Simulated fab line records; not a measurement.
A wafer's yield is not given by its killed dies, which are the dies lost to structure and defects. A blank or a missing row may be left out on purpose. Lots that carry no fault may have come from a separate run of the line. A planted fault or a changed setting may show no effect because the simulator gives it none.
fab line records :: flow n5-finfet :: part 2 of 2: steps 20 to 33 of 33
record
  lots=5
  wafers=15
  last-day=16
route steps=1938 shown DUMMY_GATE@238 SPACER0@258 SD_EPI_N@262
lots untouched by any fault: they come from a run of this same line in which no faults occurred
start-h: hours from the record's first day to the start of the lot's first wafer shown :: wait-h: time in hours since the lot's previous step :: " the same as in the row above :: L1.1+2: several wafers, shown together as one row :: - either no value or no given start :: * or withheld: withheld :: < > ~ a bound
route shown NAME@n: a module of which the file shows steps, and the number in the route of the first :: usual: mean/standard deviation of fault-free wafers :: same: alike in all rows :: chamber/n: place in a boat :: sites: readings site by site :: _std_site: the values' standard deviation :: _edge_site: inner sites' mean taken away from outer sites' mean :: radius-mm: for every site, how far away it sits from the centre of the wafer :: mask NAME#n: copy n :: behind: the tool/chamber that last shaped the wafer :: hold: why the lot went on hold/how many hours it stayed there/how the hold came to an end :: device: which transistor (n, p or np) failed to switch :: end of line: tests of these same wafers at the route's end :: a step without rows: its recipe alone :: killed: count of dies lost to structure and defects at first sort (not the wafer's yield) :: map: shows each die of a wafer: x if killed, . if not, _ if none is there
set.NAME: the setting the step ran with; set.NAME@STEP: the setting that earlier step ran with :: model.NAME: the simulator's own value behind a step, which no gauge read
lots seen at some steps along the route; tables by step, rows by wafer
services: from which hour (start-h, from the record's first day; less than 0 if before it) a tool's chamber was out of use, for how many hours, and why
## steps
# step N5_DUMMY_GATE_INSPECT_27
# recipe
  inspect-instrument=brightfield
  mode=aei
# usual
  raw-defect-count=328/77
lot.wafer: L075.4
tool: defect-inspect-01
chamber: -
start-h: 54.44
wait-h: 0.0
raw-defect-count: 259

lot.wafer: L075.5
tool: defect-inspect-01
chamber: -
start-h: 54.44
wait-h: 0.0
raw-defect-count: 423

lot.wafer: L075.6
tool: defect-inspect-01
chamber: -
start-h: 54.44
wait-h: 0.0
raw-defect-count: 269

lot.wafer: L078.2
tool: defect-inspect-02
chamber: -
start-h: 71.35
wait-h: 0.0
raw-defect-count: 288

lot.wafer: L078.3
tool: defect-inspect-02
chamber: -
start-h: 71.35
wait-h: 0.0
raw-defect-count: 349

lot.wafer: L078.4
tool: defect-inspect-02
chamber: -
start-h: 71.35
wait-h: 0.0
raw-defect-count: 187

lot.wafer: L083.2
tool: defect-inspect-01
chamber: -
start-h: 102.68
wait-h: 0.0
raw-defect-count: 401

lot.wafer: L083.3
tool: defect-inspect-01
chamber: -
start-h: 102.68
wait-h: 0.0
raw-defect-count: 393

lot.wafer: L083.6
tool: defect-inspect-01
chamber: -
start-h: 102.68
wait-h: 0.0
raw-defect-count: 396

lot.wafer: L086.2
tool: defect-inspect-02
chamber: -
start-h: 122.69
wait-h: 0.0
raw-defect-count: 300

lot.wafer: L086.5
tool: defect-inspect-02
chamber: -
start-h: 122.69
wait-h: 0.0
raw-defect-count: 218

lot.wafer: L086.6
tool: defect-inspect-02
chamber: -
start-h: 122.69
wait-h: 0.0
raw-defect-count: 380

lot.wafer: L094.1
tool: defect-inspect-02
chamber: -
start-h: 166.92
wait-h: 0.0
raw-defect-count: 330

lot.wafer: L094.3
tool: defect-inspect-02
chamber: -
start-h: 166.92
wait-h: 0.0
raw-defect-count: 301

lot.wafer: L094.5
tool: defect-inspect-02
chamber: -
start-h: 166.92
wait-h: 0.0
raw-defect-count: 370
# step N5_SPACER0_ALD_07
# recipe
  material=SiNx
  target-thk-a=20
  temp-c=400
  ald-precursor-family=SiH2I2
  ald-co-reactant=N2/H2-plasma
  pressure-torr=2
# usual
  heater-power-w=804/62
lot.wafer: L075.4
tool: ald-sin-01
chamber: 2
start-h: 54.47
wait-h: 0.0
heater-power-w: 834

lot.wafer: L075.5
tool: ald-sin-01
chamber: 3
start-h: 54.47
wait-h: 0.0
heater-power-w: 767

lot.wafer: L075.6
tool: ald-sin-01
chamber: 2
start-h: 54.47
wait-h: 0.0
heater-power-w: 822

lot.wafer: L078.2
tool: ald-sin-01
chamber: 2
start-h: 71.39
wait-h: 0.0
heater-power-w: 823

lot.wafer: L078.3
tool: ald-sin-01
chamber: 3
start-h: 71.39
wait-h: 0.0
heater-power-w: 785

lot.wafer: L078.4
tool: ald-sin-01
chamber: 1
start-h: 71.39
wait-h: 0.0
heater-power-w: 812

lot.wafer: L083.2
tool: ald-sin-03
chamber: 1
start-h: 102.72
wait-h: 0.0
heater-power-w: 739

lot.wafer: L083.3
tool: ald-sin-03
chamber: 3
start-h: 102.72
wait-h: 0.0
heater-power-w: 893

lot.wafer: L083.6
tool: ald-sin-03
chamber: 0
start-h: 102.72
wait-h: 0.0
heater-power-w: 846

lot.wafer: L086.2
tool: ald-sin-03
chamber: 0
start-h: 122.72
wait-h: 0.0
heater-power-w: 834

lot.wafer: L086.5
tool: ald-sin-03
chamber: 1
start-h: 122.72
wait-h: 0.0
heater-power-w: 775

lot.wafer: L086.6
tool: ald-sin-03
chamber: 2
start-h: 122.72
wait-h: 0.0
heater-power-w: 804

lot.wafer: L094.1
tool: ald-sin-04
chamber: 2
start-h: 166.95
wait-h: 0.0
heater-power-w: 867

lot.wafer: L094.3
tool: ald-sin-04
chamber: 3
start-h: 166.95
wait-h: 0.0
heater-power-w: 795

lot.wafer: L094.5
tool: ald-sin-04
chamber: 0
start-h: 166.95
wait-h: 0.0
heater-power-w: 811
# step N5_SPACER0_ALD_00
# recipe
  material=SiOCN
  target-thk-a=35
  temp-c=400
  ald-precursor-family=alkyl-aminosilane
  ald-co-reactant=O2/N2-plasma
  pulse-time-s=3
  purge-time-s=2
  co-reactant-purge-time-s=2
  ald-cycles=58
  pressure-torr=2
# usual
  heater-power-w=803/61
  precursor-pulse-height-rel=1.001/0.018
# same
  pulse-time-s=3
lot.wafer: L075.4
tool: ald-sin-01
chamber: 2
start-h: 54.62
wait-h: 0.1
heater-power-w: 837
precursor-pulse-height-rel: 0.992

lot.wafer: L075.5
tool: ald-sin-01
chamber: 3
start-h: 54.62
wait-h: 0.1
heater-power-w: 769
precursor-pulse-height-rel: 1.009

lot.wafer: L075.6
tool: ald-sin-01
chamber: 2
start-h: 54.62
wait-h: 0.1
heater-power-w: 841
precursor-pulse-height-rel: 1.029

lot.wafer: L078.2
tool: ald-sin-01
chamber: 2
start-h: 71.54
wait-h: 0.1
heater-power-w: 854
precursor-pulse-height-rel: 1.020

lot.wafer: L078.3
tool: ald-sin-01
chamber: 3
start-h: 71.54
wait-h: 0.1
heater-power-w: 805
precursor-pulse-height-rel: 0.990

lot.wafer: L078.4
tool: ald-sin-01
chamber: 1
start-h: 71.54
wait-h: 0.1
heater-power-w: 798
precursor-pulse-height-rel: 1.016

lot.wafer: L083.2
tool: ald-sin-03
chamber: 1
start-h: 102.87
wait-h: 0.1
heater-power-w: 741
precursor-pulse-height-rel: 1.000

lot.wafer: L083.3
tool: ald-sin-03
chamber: 3
start-h: 102.87
wait-h: 0.1
heater-power-w: 888
precursor-pulse-height-rel: 1.020

lot.wafer: L083.6
tool: ald-sin-03
chamber: 0
start-h: 102.87
wait-h: 0.1
heater-power-w: 826
precursor-pulse-height-rel: 1.017

lot.wafer: L086.2
tool: ald-sin-03
chamber: 0
start-h: 122.88
wait-h: 0.1
heater-power-w: 845
precursor-pulse-height-rel: 1.008

lot.wafer: L086.5
tool: ald-sin-03
chamber: 1
start-h: 122.88
wait-h: 0.1
heater-power-w: 747
precursor-pulse-height-rel: 1.024

lot.wafer: L086.6
tool: ald-sin-03
chamber: 2
start-h: 122.88
wait-h: 0.1
heater-power-w: 828
precursor-pulse-height-rel: 0.995

lot.wafer: L094.1
tool: ald-sin-04
chamber: 2
start-h: 167.11
wait-h: 0.1
heater-power-w: 888
precursor-pulse-height-rel: 1.023

lot.wafer: L094.3
tool: ald-sin-04
chamber: 3
start-h: 167.11
wait-h: 0.1
heater-power-w: 811
precursor-pulse-height-rel: 1.031

lot.wafer: L094.5
tool: ald-sin-04
chamber: 0
start-h: 167.11
wait-h: 0.1
heater-power-w: 802
precursor-pulse-height-rel: 1.002
# step N5_SPACER0_ALD_08
# recipe
  material=SiNx
  target-thk-a=20
  temp-c=400
  ald-precursor-family=SiH2I2
  ald-co-reactant=N2/H2-plasma
  pressure-torr=2
# usual
  heater-power-w=803/60
lot.wafer: L075.4
tool: ald-sin-01
chamber: 2
start-h: 54.88
wait-h: 0.1
heater-power-w: 837

lot.wafer: L075.5
tool: ald-sin-01
chamber: 3
start-h: 54.88
wait-h: 0.1
heater-power-w: 760

lot.wafer: L075.6
tool: ald-sin-01
chamber: 2
start-h: 54.88
wait-h: 0.1
heater-power-w: 852

lot.wafer: L078.2
tool: ald-sin-01
chamber: 2
start-h: 71.80
wait-h: 0.1
heater-power-w: 839

lot.wafer: L078.3
tool: ald-sin-01
chamber: 3
start-h: 71.80
wait-h: 0.1
heater-power-w: 774

lot.wafer: L078.4
tool: ald-sin-01
chamber: 1
start-h: 71.80
wait-h: 0.1
heater-power-w: 831

lot.wafer: L083.2
tool: ald-sin-03
chamber: 1
start-h: 103.13
wait-h: 0.1
heater-power-w: 752

lot.wafer: L083.3
tool: ald-sin-03
chamber: 3
start-h: 103.13
wait-h: 0.1
heater-power-w: 904

lot.wafer: L083.6
tool: ald-sin-03
chamber: 0
start-h: 103.13
wait-h: 0.1
heater-power-w: 850

lot.wafer: L086.2
tool: ald-sin-03
chamber: 0
start-h: 123.13
wait-h: 0.1
heater-power-w: 834

lot.wafer: L086.5
tool: ald-sin-03
chamber: 1
start-h: 123.13
wait-h: 0.1
heater-power-w: 741

lot.wafer: L086.6
tool: ald-sin-03
chamber: 2
start-h: 123.13
wait-h: 0.1
heater-power-w: 795

lot.wafer: L094.1
tool: ald-sin-04
chamber: 2
start-h: 167.36
wait-h: 0.1
heater-power-w: 865

lot.wafer: L094.3
tool: ald-sin-04
chamber: 3
start-h: 167.36
wait-h: 0.1
heater-power-w: 821

lot.wafer: L094.5
tool: ald-sin-04
chamber: 0
start-h: 167.36
wait-h: 0.1
heater-power-w: 791
# step N5_SPACER0_INSPECT_04
# recipe
  inspect-instrument=darkfield
  mode=post-dep
# usual
  raw-defect-count=150/34
lot.wafer: L075.4
tool: defect-inspect-01
chamber: -
start-h: 55.04
wait-h: 0.1
raw-defect-count: 131

lot.wafer: L075.5
tool: defect-inspect-01
chamber: -
start-h: 55.04
wait-h: 0.1
raw-defect-count: 198

lot.wafer: L075.6
tool: defect-inspect-01
chamber: -
start-h: 55.04
wait-h: 0.1
raw-defect-count: 120

lot.wafer: L078.2
tool: defect-inspect-02
chamber: -
start-h: 71.96
wait-h: 0.1
raw-defect-count: 124

lot.wafer: L078.3
tool: defect-inspect-02
chamber: -
start-h: 71.96
wait-h: 0.1
raw-defect-count: 143

lot.wafer: L078.4
tool: defect-inspect-02
chamber: -
start-h: 71.96
wait-h: 0.1
raw-defect-count: 85

lot.wafer: L083.2
tool: defect-inspect-01
chamber: -
start-h: 103.28
wait-h: 0.1
raw-defect-count: 210

lot.wafer: L083.3
tool: defect-inspect-01
chamber: -
start-h: 103.28
wait-h: 0.1
raw-defect-count: 194

lot.wafer: L083.6
tool: defect-inspect-01
chamber: -
start-h: 103.28
wait-h: 0.1
raw-defect-count: 195

lot.wafer: L086.2
tool: defect-inspect-01
chamber: -
start-h: 123.29
wait-h: 0.1
raw-defect-count: 195

lot.wafer: L086.5
tool: defect-inspect-01
chamber: -
start-h: 123.29
wait-h: 0.1
raw-defect-count: 173

lot.wafer: L086.6
tool: defect-inspect-01
chamber: -
start-h: 123.29
wait-h: 0.1
raw-defect-count: 208

lot.wafer: L094.1
tool: defect-inspect-01
chamber: -
start-h: 167.52
wait-h: 0.1
raw-defect-count: 136

lot.wafer: L094.3
tool: defect-inspect-01
chamber: -
start-h: 167.52
wait-h: 0.1
raw-defect-count: 142

lot.wafer: L094.5
tool: defect-inspect-01
chamber: -
start-h: 167.52
wait-h: 0.1
raw-defect-count: 154
# step N5_SD_EPI_N_COAT_32
# recipe
  resist=SOC
  temp-c=250
  time-s=60
  spin-rpm=1500
  resist-thk-nm=350
lot.wafer: L075.4+5+6
tool: litho-track-01
chamber: 0
start-h: 55.07
wait-h: 0.0

lot.wafer: L078.2+3+4
tool: litho-track-02
chamber: 0
start-h: 71.99
wait-h: 0.0

lot.wafer: L083.2+3+6
tool: litho-track-04
chamber: 0
start-h: 103.32
wait-h: 0.0

lot.wafer: L086.2+5+6
tool: litho-track-02
chamber: 0
start-h: 123.32
wait-h: 0.0

lot.wafer: L094.1+3+5
tool: litho-track-02
chamber: 0
start-h: 167.55
wait-h: 0.0
# step N5_SD_EPI_N_COAT_33
# recipe
  resist=SiARC
  temp-c=220
  time-s=60
  spin-rpm=1500
  resist-thk-nm=35
lot.wafer: L075.4+5+6
tool: litho-track-01
chamber: 0
start-h: -
wait-h: -

lot.wafer: L078.2+3+4
tool: litho-track-02
chamber: 0
start-h: -
wait-h: -

lot.wafer: L083.2+3+6
tool: litho-track-04
chamber: 0
start-h: -
wait-h: -

lot.wafer: L086.2+5+6
tool: litho-track-02
chamber: 0
start-h: -
wait-h: -

lot.wafer: L094.1+3+5
tool: litho-track-02
chamber: 0
start-h: -
wait-h: -
# step N5_SD_EPI_N_COAT_03
# recipe
  resist=CAR-ArF-block
  spin-rpm=1500
  resist-thk-nm=150
lot.wafer: L075.4+5+6
tool: litho-track-01
chamber: 0
start-h: -
wait-h: -

lot.wafer: L078.2+3+4
tool: litho-track-02
chamber: 0
start-h: -
wait-h: -

lot.wafer: L083.2+3+6
tool: litho-track-04
chamber: 0
start-h: -
wait-h: -

lot.wafer: L086.2+5+6
tool: litho-track-02
chamber: 0
start-h: -
wait-h: -

lot.wafer: L094.1+3+5
tool: litho-track-02
chamber: 0
start-h: -
wait-h: -
# step N5_SD_EPI_N_EBR_05
# recipe
  solvent=PGMEA
  ebr-width-mm=1.5
lot.wafer: L075.4+5+6
tool: litho-track-01
chamber: 0
start-h: -
wait-h: -

lot.wafer: L078.2+3+4
tool: litho-track-02
chamber: 0
start-h: -
wait-h: -

lot.wafer: L083.2+3+6
tool: litho-track-04
chamber: 0
start-h: -
wait-h: -

lot.wafer: L086.2+5+6
tool: litho-track-02
chamber: 0
start-h: -
wait-h: -

lot.wafer: L094.1+3+5
tool: litho-track-02
chamber: 0
start-h: -
wait-h: -
# step N5_SD_EPI_N_SOFTBAKE_04
# recipe
  temp-c=110
  time-s=60
  resist=CAR-ArF-block
lot.wafer: L075.4+5+6
tool: litho-track-01
chamber: 0
start-h: -
wait-h: -

lot.wafer: L078.2+3+4
tool: litho-track-02
chamber: 0
start-h: -
wait-h: -

lot.wafer: L083.2+3+6
tool: litho-track-04
chamber: 0
start-h: -
wait-h: -

lot.wafer: L086.2+5+6
tool: litho-track-02
chamber: 0
start-h: -
wait-h: -

lot.wafer: L094.1+3+5
tool: litho-track-02
chamber: 0
start-h: -
wait-h: -
# step N5_SD_EPI_N_EXPOSE_06
# recipe
  mask-id=SD_N_BLK
  na=1.35
  source-shape=conventional
  sigma-outer=0.8
  polarization=unpolarized
  target-cd-nm=120
  dose-mj=39.75
lot.wafer: L075.4+5+6
tool: arfi-scanner-02
chamber: 0
start-h: 55.33
wait-h: -
mask: SD_N_BLK#0

lot.wafer: L078.2+3+4
tool: arfi-scanner-01
chamber: 0
start-h: 72.24
wait-h: -
mask: SD_N_BLK#0

lot.wafer: L083.2+3+6
tool: arfi-scanner-03
chamber: 0
start-h: 103.44
wait-h: -
mask: SD_N_BLK#0

lot.wafer: L086.2+5+6
tool: arfi-scanner-03
chamber: 0
start-h: 123.45
wait-h: -
mask: SD_N_BLK#0

lot.wafer: L094.1+3+5
tool: arfi-scanner-01
chamber: 0
start-h: 167.67
wait-h: -
mask: SD_N_BLK#0
# step N5_SD_EPI_N_PEB_07
# recipe
  peb-temp-c=110
  peb-time-s=60
  resist=CAR-ArF-block
lot.wafer: L075.4+5+6
tool: litho-track-04
chamber: 0
start-h: 55.37
wait-h: 0.0

lot.wafer: L078.2+3+4
tool: litho-track-01
chamber: 0
start-h: 72.29
wait-h: 0.0

lot.wafer: L083.2+3+6
tool: litho-track-04
chamber: 0
start-h: 103.49
wait-h: 0.0

lot.wafer: L086.2+5+6
tool: litho-track-04
chamber: 0
start-h: 123.50
wait-h: 0.0

lot.wafer: L094.1+3+5
tool: litho-track-02
chamber: 0
start-h: 167.73
wait-h: 0.1
# step N5_SD_EPI_N_DEVELOP_08
# recipe
  develop-time-s=30
  developer=TMAH
  resist=CAR-ArF-block
  dev-temp-c=23
  rinse-liquid=diw
  dry=air-spin
lot.wafer: L075.4+5+6
tool: litho-track-04
chamber: 0
start-h: -
wait-h: -

lot.wafer: L078.2+3+4
tool: litho-track-01
chamber: 0
start-h: -
wait-h: -

lot.wafer: L083.2+3+6
tool: litho-track-04
chamber: 0
start-h: -
wait-h: -

lot.wafer: L086.2+5+6
tool: litho-track-04
chamber: 0
start-h: -
wait-h: -

lot.wafer: L094.1+3+5
tool: litho-track-02
chamber: 0
start-h: -
wait-h: -
# step N5_SD_EPI_N_CD_MEAS_09
# recipe
  target-cd-nm=120
  landing-energy-ev=500
  detector=se-inlens
# usual
  cd-nm=120.1/1.3
lot.wafer: L075.4
tool: cd-sem-01
chamber: 0
start-h: 55.44
wait-h: -
cd-nm: 120.1

lot.wafer: L075.5
tool: cd-sem-01
chamber: 0
start-h: 55.44
wait-h: -
cd-nm: 120.3

lot.wafer: L075.6
tool: cd-sem-01
chamber: 0
start-h: 55.44
wait-h: -
cd-nm: 119.3

lot.wafer: L078.2
tool: cd-sem-03
chamber: 0
start-h: 72.36
wait-h: -
cd-nm: 121.0

lot.wafer: L078.3
tool: cd-sem-03
chamber: 0
start-h: 72.36
wait-h: -
cd-nm: 120.3

lot.wafer: L078.4
tool: cd-sem-03
chamber: 0
start-h: 72.36
wait-h: -
cd-nm: 121.0

lot.wafer: L083.2
tool: cd-sem-03
chamber: 0
start-h: 103.56
wait-h: -
cd-nm: 120.5

lot.wafer: L083.3
tool: cd-sem-03
chamber: 0
start-h: 103.56
wait-h: -
cd-nm: 119.7

lot.wafer: L083.6
tool: cd-sem-03
chamber: 0
start-h: 103.56
wait-h: -
cd-nm: 118.6

lot.wafer: L086.2
tool: cd-sem-03
chamber: 0
start-h: 123.57
wait-h: -
cd-nm: 118.6

lot.wafer: L086.5
tool: cd-sem-03
chamber: 0
start-h: 123.57
wait-h: -
cd-nm: 120.1

lot.wafer: L086.6
tool: cd-sem-03
chamber: 0
start-h: 123.57
wait-h: -
cd-nm: 119.3

lot.wafer: L094.1
tool: cd-sem-01
chamber: 0
start-h: 167.80
wait-h: -
cd-nm: 118.6

lot.wafer: L094.3
tool: cd-sem-01
chamber: 0
start-h: 167.80
wait-h: -
cd-nm: 117.7

lot.wafer: L094.5
tool: cd-sem-01
chamber: 0
start-h: 167.80
wait-h: -
cd-nm: 118.8
## services
tool: ald-sin-01
chamber: -
start-h: 39.01
hours: 4.3
kind: pm

tool: arfi-scanner-01
chamber: -
start-h: 40.28
hours: 4.9
kind: pm

tool: rie-diel-05
chamber: -
start-h: 42.56
hours: 2.8
kind: pm

tool: rie-diel-04
chamber: 3
start-h: 44.36
hours: 6.6
kind: repair

tool: rie-si-05
chamber: 1
start-h: 44.73
hours: 1.0
kind: repair

tool: arfi-scanner-03
chamber: -
start-h: 47.37
hours: 2.1
kind: repair

tool: rie-diel-05
chamber: 0
start-h: 48.06
hours: 8.5
kind: repair

tool: rie-si-01
chamber: 3
start-h: 50.64
hours: 5.8
kind: repair

tool: rie-diel-04
chamber: 3
start-h: 51.82
hours: 4.5
kind: repair

tool: ald-sin-01
chamber: 0
start-h: 57.93
hours: 6.9
kind: repair

tool: rie-si-05
chamber: 3
start-h: 73.72
hours: 4.7
kind: repair

tool: rie-diel-01
chamber: 2
start-h: 78.79
hours: 3.0
kind: repair

tool: ald-sin-01
chamber: 2
start-h: 86.81
hours: 36.7
kind: repair

tool: rie-diel-01
chamber: -
start-h: 100.88
hours: 0.9
kind: repair

tool: rie-si-05
chamber: 0
start-h: 104.16
hours: 2.8
kind: repair

tool: rie-si-06
chamber: -
start-h: 108.52
hours: 0.1
kind: repair

tool: ald-sin-03
chamber: 2
start-h: 111.45
hours: 3.5
kind: repair

tool: rie-si-06
chamber: 1
start-h: 114.25
hours: 13.2
kind: repair

tool: ald-sin-04
chamber: 3
start-h: 118.43
hours: 18.7
kind: repair

tool: rie-si-05
chamber: 3
start-h: 127.23
hours: 6.0
kind: repair

tool: rie-diel-04
chamber: 0
start-h: 135.51
hours: 2.6
kind: repair

tool: rie-diel-04
chamber: 2
start-h: 137.67
hours: 9.0
kind: repair

tool: rie-diel-05
chamber: 3
start-h: 154.00
hours: 3.5
kind: repair

tool: rie-diel-04
chamber: -
start-h: 156.29
hours: 1.1
kind: repair
